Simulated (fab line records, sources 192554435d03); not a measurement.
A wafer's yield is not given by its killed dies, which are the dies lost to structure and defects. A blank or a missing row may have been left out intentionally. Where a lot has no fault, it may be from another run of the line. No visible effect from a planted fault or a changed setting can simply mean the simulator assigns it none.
Which of the tools did it? | flow n5-finfet | 26 wafers from 9 lots sampled at 6 of the route's 1938 steps

WHAT THE GAUGES READ, wafer by wafer
N5_SPACER0_INSPECT_04: inspects for defects (darkfield). Usual: raw-defect-count 142, standard deviation 31.
lot  | measured    | on                | raw-defect-count | flag
L882 | day 3 02:38 | defect-inspect-02 | 97 146 84        |
L886 | day 3 23:41 | defect-inspect-02 | 128 129 154      |
L889 | day 4 22:01 | defect-inspect-01 | 150 139          |
L894 | day 6 02:13 | defect-inspect-02 | 164 154 105      |
L896 | day 6 10:59 | defect-inspect-01 | 179 143 186      |
L897 | day 6 18:22 | defect-inspect-01 | 127 131 104      |
L898 | day 7 00:29 | defect-inspect-01 | 164 136 123      |
L899 | day 7 05:17 | defect-inspect-01 | 166 192 148      |
L900 | day 7 15:49 | defect-inspect-01 | 145 175 132      |

N5_SD_EPI_P_EPI_MEAS_23. Usual: thk-nm 60.7 nm, standard deviation 1.3.
lot  | measured    | on            | thk-nm (nm)    | flag
L882 | day 3 11:07 | film-metro-01 | 61.2 60.1 61.6 |
L886 | day 4 08:43 | film-metro-01 | 61.9 61.8 60.4 |
L889 | day 5 07:12 | film-metro-01 | 61.3 59.2      |
L894 | day 6 10:30 | film-metro-01 | 61.0 60.1 60.8 |
L896 | day 6 20:46 | film-metro-02 | 60.8 57.8 58.7 |
L897 | day 7 04:02 | film-metro-01 | 1.3 0.9 0.5    | OFF
L898 | day 7 10:07 | film-metro-02 | 1.3 1.9 2.1    | OFF
L899 | day 7 14:11 | film-metro-02 | 61.1 62.1 60.2 |
L900 | day 8 00:14 | film-metro-02 | 62.2 62.6 60.5 |

N5_BEOL_M4_RC_MEAS_101. Usual: DIBL_N 36.0 mV/V, standard deviation 1.7; DIBL_P 36.2 mV/V, standard deviation 2.3; IOFF_N 0.16 nA/um, standard deviation 0.03; IOFF_P 0.21 nA/um, standard deviation 0.036; ION_N 679 uA/um, standard deviation 11; ION_P 465 uA/um, standard deviation 7.1; SS_N 71.4 mV/dec, standard deviation 0.58; SS_P 73.3 mV/dec, standard deviation 0.75; VT_N 249 mV, standard deviation 3.1; VT_P -251 mV, standard deviation 3.5.
lot  | measured     | on        | DIBL_N (mV/V)  | DIBL_P (mV/V)  | IOFF_N (nA/um) | IOFF_P (nA/um) | ION_N (uA/um) | ION_P (uA/um) | SS_N (mV/dec)  | SS_P (mV/dec)  | VT_N (mV)   | VT_P (mV)      | flag
L882 | day 8 23:01  | prober-02 | 35.5 38.1 38.1 | 34.9 37.4 38.4 | 0.14 0.18 0.19 | 0.22 0.26 0.28 | 681 683 691   | 465 468 471   | 71.0 71.8 71.3 | 73.4 73.6 73.9 | 248 248 245 | -249 -246 -247 |
L886 | day 9 14:35  | prober-01 | 34.5 35.3 32.5 | 36.6 36.7 32.8 | 0.17 0.18 0.12 | 0.26 0.25 0.18 | 682 685 666   | 477 473 460   | 70.6 71.1 70.1 | 72.9 72.7 71.6 | 245 245 253 | -245 -245 -249 |
L889 | day 9 22:29  | prober-01 | 34.2 36.1      | 34.3 35.9      | 0.13 0.17      | 0.19 0.21      | 670 683       | 454 465       | 71.1 72.0      | 73.6 73.6      | 251 249     | -250 -251      |
L894 | day 11 11:38 | prober-01 | 35.9 36.5 36.0 | 35.8 36.3 35.3 | 0.15 0.14 0.14 | 0.22 0.21 0.21 | 681 679 677   | 470 469 469   | 71.1 71.9 71.3 | 73.0 73.3 73.0 | 249 252 253 | -252 -250 -247 |
L896 | day 11 20:20 | prober-02 | 36.4 35.0 39.0 | 36.9 34.7 40.1 | 0.16 0.14 0.22 | 0.22 0.18 0.26 | 679 657 684   | 467 456 472   | 71.7 71.7 71.9 | 73.8 72.3 74.4 | 252 252 246 | -250 -252 -248 |
L899 | day 12 03:20 | prober-01 | 36.2 34.1 34.0 | 35.9 33.0 33.6 | 0.15 0.11 0.11 | 0.17 0.14 0.15 | 675 664 664   | 463 456 462   | 70.9 71.0 70.4 | 73.1 72.5 71.6 | 249 254 254 | -255 -258 -254 |
L900 | day 12 16:13 | prober-02 | 39.7 36.6 36.5 | 41.2 37.7 37.4 | 0.23 0.15 0.15 | 0.28 0.22 0.20 | 703 672 681   | 477 469 469   | 72.0 71.9 71.9 | 73.9 73.8 72.5 | 244 249 249 | -247 -250 -250 |

WHICH TOOL RAN EACH LOT (tool, then ch and the chambers of the sampled wafers, then the start)
lot  | N5_SD_EPI_N_ETCHBACK_44           | N5_SD_EPI_P_ETCHBACK_46           | N5_SD_EPI_P_ETCH_47
L882 | rie-diel-01 ch 0,3, day 3 03:32   | rie-diel-02 ch 0,3, day 3 07:59   | rie-diel-02 ch 0,3, day 3 08:05
L886 | rie-diel-06 ch 0,2,3, day 4 00:28 | rie-diel-02 ch 0,2, day 4 05:21   | rie-diel-02 ch 0,2, day 4 05:27
L889 | rie-diel-01 ch 1,3, day 4 22:58   | rie-diel-04 ch 0,3, day 5 04:07   | rie-diel-04 ch 0,3, day 5 04:13
L894 | rie-diel-06 ch 0,1, day 6 03:04   | rie-diel-04 ch 0,3, day 6 07:22   | rie-diel-04 ch 0,3, day 6 07:28
L896 | rie-diel-05 ch 0,1,2, day 6 12:34 | rie-diel-04 ch 0,1,2, day 6 17:38 | rie-diel-04 ch 0,1,2, day 6 17:44
L897 | rie-diel-05 ch 1,2,3, day 6 20:23 | rie-diel-04 ch 0,1,2, day 7 00:56 | rie-diel-04 ch 0,1,2, day 7 01:02
L898 | rie-diel-01 ch 0,1,3, day 7 02:05 | rie-diel-04 ch 0,1,2, day 7 06:56 | rie-diel-04 ch 0,1,2, day 7 07:02
L899 | rie-diel-01 ch 0,3, day 7 06:40   | rie-diel-04 ch 0,1,2, day 7 11:02 | rie-diel-04 ch 0,1,2, day 7 11:08
L900 | rie-diel-01 ch 0,2,3, day 7 16:36 | rie-diel-02 ch 0,1,2, day 7 21:06 | rie-diel-02 ch 0,1,2, day 7 21:12
- N5_SD_EPI_N_ETCHBACK_44: etches SiNx in CH3F/O2, stops on SiO2, target depth 14.5 nm.
- N5_SD_EPI_P_ETCHBACK_46: etches SiNx in CH3F/O2, stops on SiO2, target depth 17.5 nm.
- N5_SD_EPI_P_ETCH_47: etches SiOCN in CH3F/O2, target depth 25 nm.

AS READ BY THE TOOLS THEMSELVES (means over the sampled wafers that have a number; for cases with no such wafer, the mark the record gives instead)
N5_SD_EPI_N_ETCHBACK_44. Usual: CH3F_flow_sccm 30.00 sccm, standard deviation 0.095; O2_flow_sccm 20.00 sccm, standard deviation 0.057; drypump-motor-current-A 5.6 A, standard deviation 0.4; oes-product-au 0.70 a.u., standard deviation 0.08; rf-vpp-V 298 V, standard deviation 5.9; showerhead-plenum-p-Torr 2.02 Torr, standard deviation 0.057; throttle-valve-pct 16.30 %, standard deviation 0.21.
lot  | tool        | CH3F_flow_sccm (sccm) | O2_flow_sccm (sccm) | drypump-motor-current-A (A) | oes-product-au (a.u.) | rf-vpp-V (V) | showerhead-plenum-p-Torr (Torr) | throttle-valve-pct (%) | flag
L882 | rie-diel-01 | 30.07                 | 20.07               | 5.5                         | 0.68                  | 297          | 2.06                            | 16.36                  |
L886 | rie-diel-06 | 30.01                 | 20.00               | 5.2                         | 0.68                  | 302          | 2.06                            | 16.35                  |
L889 | rie-diel-01 | 30.12                 | 19.99               | 5.8                         | 0.68                  | 298          | 2.06                            | 16.41                  |
L894 | rie-diel-06 | 30.06                 | 20.02               | 5.6                         | 0.63                  | 295          | 1.97                            | 16.45                  |
L896 | rie-diel-05 | 30.05                 | 19.94               | 5.8                         | 0.75                  | 300          | 1.97                            | 16.18                  |
L897 | rie-diel-05 | 30.01                 | 19.99               | 6.0                         | 0.71                  | 300          | 1.98                            | 16.38                  |
L898 | rie-diel-01 | 29.94                 | 20.01               | 5.7                         | 0.69                  | 295          | 2.04                            | 16.33                  |
L899 | rie-diel-01 | 30.03                 | 19.97               | 5.5                         | 0.69                  | 294          | 2.04                            | 16.26                  |
L900 | rie-diel-01 | 30.00                 | 20.01               | 5.3                         | 0.71                  | 300          | 2.04                            | 16.26                  |

N5_SD_EPI_P_ETCHBACK_46. Usual: CH3F_flow_sccm 30.00 sccm, standard deviation 0.091; O2_flow_sccm 20.00 sccm, standard deviation 0.06; drypump-motor-current-A 5.8 A, standard deviation 0.41; oes-product-au 0.67 a.u., standard deviation 0.062; rf-vpp-V 296 V, standard deviation 5.3; showerhead-plenum-p-Torr 1.99 Torr, standard deviation 0.074; throttle-valve-pct 16.42 %, standard deviation 0.19.
lot  | tool        | CH3F_flow_sccm (sccm) | O2_flow_sccm (sccm) | drypump-motor-current-A (A) | oes-product-au (a.u.) | rf-vpp-V (V) | showerhead-plenum-p-Torr (Torr) | throttle-valve-pct (%) | flag
L882 | rie-diel-02 | 30.00                 | 19.99               | 5.3                         | 0.67                  | 302          | 1.96                            | 16.32                  |
L886 | rie-diel-02 | 29.95                 | 20.02               | 5.5                         | 0.64                  | 299          | 1.95                            | 16.32                  |
L889 | rie-diel-04 | 29.99                 | 20.04               | 6.2                         | 0.66                  | 298          | 1.92                            | 16.55                  |
L894 | rie-diel-04 | 30.02                 | 19.97               | 6.1                         | 0.63                  | 298          | 1.94                            | 16.60                  |
L896 | rie-diel-04 | 29.95                 | 19.98               | 6.0                         | 0.65                  | 295          | 1.98                            | 16.44                  |
L897 | rie-diel-04 | -                     | -                   | -                           | -                     | -            | -                               | -                      | OFF
L898 | rie-diel-04 | -                     | -                   | -                           | -                     | -            | -                               | -                      | OFF
L899 | rie-diel-04 | 30.02                 | 19.97               | 6.0                         | 0.65                  | 295          | 1.98                            | 16.45                  |
L900 | rie-diel-02 | 30.00                 | 19.92               | 5.3                         | 0.67                  | 295          | 1.93                            | 16.26                  |

N5_SD_EPI_P_ETCH_47. Usual: drypump-motor-current-A 5.8 A, standard deviation 0.41; oes-product-au 0.78 a.u., standard deviation 0.078; rf-vpp-V 126.9 V, standard deviation 2.4; showerhead-plenum-p-Torr 1.99 Torr, standard deviation 0.074; throttle-valve-pct 16.39 %, standard deviation 0.19.
lot  | tool        | drypump-motor-current-A (A) | oes-product-au (a.u.) | rf-vpp-V (V) | showerhead-plenum-p-Torr (Torr) | throttle-valve-pct (%) | flag
L882 | rie-diel-02 | 5.3                         | 0.79                  | 130.4        | 1.96                            | 16.30                  |
L886 | rie-diel-02 | 5.5                         | 0.75                  | 128.5        | 1.95                            | 16.31                  |
L889 | rie-diel-04 | 6.2                         | 0.76                  | 128.6        | 1.93                            | 16.52                  |
L894 | rie-diel-04 | 6.1                         | 0.73                  | 127.8        | 1.94                            | 16.57                  |
L896 | rie-diel-04 | 6.0                         | 0.76                  | 126.5        | 1.98                            | 16.42                  |
L897 | rie-diel-04 | 6.0                         | 0.76                  | 127.6        | 1.98                            | 16.42                  |
L898 | rie-diel-04 | 6.0                         | 0.75                  | 126.7        | 1.98                            | 16.42                  |
L899 | rie-diel-04 | 6.0                         | 0.75                  | 126.6        | 1.98                            | 16.43                  |
L900 | rie-diel-02 | 5.3                         | 0.79                  | 126.8        | 1.93                            | 16.23                  |

THE ANSWER, worked out from the rows above alone
Rule: lot off if the mean of its wafers having a number is beyond 3 standard deviations from the usual mean. A lot without any number at a reading at which 4 lots or more have one is off too. Where the step has rows for the other lots, those lots are counted as sound. Order of review: gauges by route order, followed by the tools' own readings, for which a lot's mean as printed above is used. The first step at which some lot is off is used, and at that step the reading that is off furthest; a lot without a number counts as furthest.
Off: L897, L898 (N5_SD_EPI_P_EPI_MEAS_23, thk-nm).
A tool fits if, at a process step before that reading, it ran every lot that is off, and no sound lot after the first of them. Not tried: the gauges at N5_SD_EPI_P_EPI_MEAS_23; whatever is off there is also off at N5_SD_EPI_P_ETCHBACK_46, on other tools, and gauge error can't account for it. Of those tried, none fits.

WHAT THE SIMULATOR PUT IN
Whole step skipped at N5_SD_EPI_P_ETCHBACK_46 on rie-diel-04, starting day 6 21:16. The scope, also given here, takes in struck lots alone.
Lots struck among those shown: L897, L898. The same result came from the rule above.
